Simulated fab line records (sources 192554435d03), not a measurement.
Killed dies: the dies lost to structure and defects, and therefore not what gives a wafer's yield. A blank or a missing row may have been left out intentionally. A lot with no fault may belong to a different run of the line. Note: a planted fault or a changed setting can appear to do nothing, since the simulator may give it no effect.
A struck lot beside a sound one | flow n5Finfet | 19 steps out of a route of 1938
Sound: these wafers, L867.1, L867.5, L867.6. The struck wafers were L859.3, L859.4, L859.5. At the end, the cause is stated.
Per side, at each step with rows, come the tool, then ch with its chambers, and then its first start. Under that, the readings that differ: sound wafers | struck wafers | difference of the means | sigmas: that difference in standard deviations of wafers without a fault.
alike: a reading whose means differ by less than 2 such deviations, as well as words and numbers matching on both sides. not compared: withheld readings; readings where some wafer has no value; bounds like >300 that might hide an equal value; numbers whose values overlap and for which the record gives no deviation.
The two part at a step that has a row with sigmas, a row that says differs or no value, or rows on one side only. Non-overlapping numbers with no deviation appear without sigmas and do not part them. Lack of a reading on every wafer of one side parts them only where that side has two or more wafers.

N5_BEOL_M10_RS_MEAS_57: the measuring method here is four-point-probe.
  sound: filmMetro-01 at day 17 17:56; struck: filmMetro-01 at day 15 05:59
  alike: M10_RS
N5_BEOL_M10_INSPECT_58: inspects for defects (darkfield).
  sound: defectInspect-02 at day 17 17:58; struck: defectInspect-02 at day 15 06:01
  alike: rawDefectCount
N5_BEOL_M11_ILD_DEP_00: deposits SiCOH lowk from DEMS/porogen, target thk 308.51 nm, time 58 s.
  sound on pecvd-04 ch 0,2, day 17 18:00; struck on pecvd-01 ch 0,1,2, day 15 06:03
  alike: chamberPressureTorr, heaterPowerW, showerheadPlenumPTorr, throttleValvePct
  not compared: sinceWetCleanH
N5_BEOL_M11_CURE_71: cures SiCOH lowk, time 240 s.
  sound on uvCure-01 ch 2, day 17 18:07; struck on uvCure-01 ch 0, day 15 06:27
reading          | sound             | struck            | difference | sigmas
wafer_temp_C_max | 386.1 386.2 386.2 | 387.3 387.8 387.5 | +1.4       | +2
  alike: lampPowerPct
N5_BEOL_M11_THK_MEAS_01:
  sound: filmMetro-02 at day 17 18:37; struck: filmMetro-01 at day 15 07:07
  alike: M11_ILD_THK
N5_BEOL_M11_PECVD_70: deposits SiO2 from TEOS/O2, target thk 20 nm, time 22.7 s.
  sound on pecvd-02 ch 1,2, day 17 18:40; struck on pecvd-02 ch 0,1, day 15 07:10
  alike: chamberPressureTorr, heaterPowerW, showerheadPlenumPTorr, throttleValvePct
  not compared: sinceWetCleanH
N5_BEOL_M11_HM_DEP_02: deposits TiN, target thk 20 nm.
  sound: pvdSputter-03 at day 17 20:50; struck: pvdSputter-01 at day 15 09:07
  alike: throttleValvePct
then, 5 steps without rows for these wafers: N5_BEOL_M11_COAT_59 (time 60 s, resist thk 100 nm); N5_BEOL_M11_COAT_60 (time 60 s, resist thk 30 nm); N5_BEOL_M11_COAT_05 (resist thk 90 nm); N5_BEOL_M11_EBR_07; N5_BEOL_M11_SOFTBAKE_06 (time 60 s).
N5_BEOL_M11_EXPOSE_08: exposes mask M11.
  sound on arfiScanner-01 ch 0, day 17 21:13; struck on arfiScanner-03 ch 0, day 15 09:30
reading                        | sound          | struck      | difference | sigmas
model.BEOL_M11.overlayXNm (nm) | -0.4 -0.4 -0.4 | 9.6 9.6 9.6 | +10.0      | 
  alike: mask
then, 2 steps without rows for these wafers: N5_BEOL_M11_PEB_09 (peb time 60 s); N5_BEOL_M11_DEVELOP_10 (develop time 30 s).
N5_BEOL_M11_CD_MEAS_11 targets a cd of 64.1 nm.
  sound on cdSem-02 ch 0, day 17 21:20; struck on cdSem-02 ch 0, day 15 09:37
  alike: cdNm
N5_BEOL_M11_OVL_MEAS_12:
  sound on overlay-02 ch 0, day 17 21:22; struck on overlay-01 ch 0, day 15 09:39
reading      | sound       | struck       | difference | sigmas
M11_OVL (nm) | 0.7 1.1 0.2 | 9.0 8.7 10.2 | +8.6       | +10
N5_BEOL_M11_INSPECT_13: inspects for defects (brightfield).
  sound: defectInspect-01 at day 17 21:23; struck: defectInspect-01 at day 15 09:40
  alike: rawDefectCount
following that, these wafers have no rows for 1 step: N5_PASSIVATION_PROBE_49.

WHERE THEY PART
Last at N5_BEOL_M11_OVL_MEAS_12 as far as this record goes, first at N5_BEOL_M11_CURE_71. Later steps at which nothing parts them and some readings are alike: N5_BEOL_M11_INSPECT_13.

WHY: whatever the simulator had introduced
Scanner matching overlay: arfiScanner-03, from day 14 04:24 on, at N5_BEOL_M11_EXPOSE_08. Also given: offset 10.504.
